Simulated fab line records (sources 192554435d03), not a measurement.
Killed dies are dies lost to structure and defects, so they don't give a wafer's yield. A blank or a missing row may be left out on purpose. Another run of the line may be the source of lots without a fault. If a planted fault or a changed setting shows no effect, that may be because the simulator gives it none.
Matching of chambers ; flow n5-finfet ; rie-diel-02 running N5_FIN_CUT_DESCUM_13: 4 sister chambers
The step chemistry O2, time 7 s. 18 wafers are shown with their chamber, then 9 later ones without.

== WAFERS, EACH WITH ITS CHAMBER ==
wafer;chamber;showerhead-plenum-p-Torr (Torr);throttle-valve-pct (%);drypump-motor-current-A (A)
L074.2;3;2.24;19.94;5.9
L074.4;0;2.22;20.76;5.1
L074.5;2;2.05;20.80;6.5
L075.1;1;2.26;20.25;5.6
L075.3;3;2.24;19.95;5.8
L075.6;0;2.22;20.75;5.1
L077.2;2;2.05;20.80;6.5
L077.3;1;2.26;20.23;5.7
L077.6;0;2.22;20.77;5.1
L079.1;1;2.26;20.23;5.6
L079.4;0;2.22;20.77;5.1
L079.6;3;2.24;19.94;5.9
L082.1;2;2.04;20.82;6.5
L082.2;0;2.21;20.79;5.1
L082.4;3;2.24;19.96;5.8
L084.1;2;2.04;20.81;6.5
L084.5;2;2.04;20.84;6.6
L084.6;3;2.24;19.97;5.8

SIGNATURES, as means of the wafers listed above
reading;chamber 0;chamber 1;chamber 2;chamber 3;scatter within a chamber
showerhead-plenum-p-Torr;2.2180;2.2600;2.0440;2.2400;0.00378
throttle-valve-pct;20.7680;20.2367;20.8140;19.9520;0.0145
drypump-motor-current-A;5.100;5.633;6.520;5.840;0.0436
Rule: distance of a wafer from a chamber = root of the sum over the readings of ((wafer's reading minus chamber's mean) / reading's scatter) squared. The wafer belongs to the nearest chamber; if the next one is less than 2 further off, it can't be placed. The scatter is the square root of a quotient: the sum, over the shown wafers, of each reading's squared deviation from its chamber's mean, divided by wafers minus chambers.

== WAFERS WITH NO CHAMBER GIVEN ==
wafer;showerhead-plenum-p-Torr (Torr);throttle-valve-pct (%);drypump-motor-current-A (A)
L091.1;2.21;20.80;5.1
L091.3;2.23;19.99;5.9
L091.5;2.23;19.99;5.8
L092.1;2.23;19.99;5.9
L092.2;2.04;20.85;6.5
L092.6;2.25;20.27;5.6
L093.1;2.23;20.00;5.9
L093.3;2.04;20.84;6.5
L093.4;2.25;20.29;5.7

== WHICH CHAMBER EACH ONE RAN IN ==
wafer;from the rows above;in truth
L091.1;0;0
L091.3;3;3
L091.5;3;3
L092.1;3;3
L092.2;2;2
L092.6;1;1
L093.1;3;3
L093.3;2;2
L093.4;1;1
Correctly placed: 9 of 9. From these rows, 0 cannot be placed. Wrongly placed: 0.
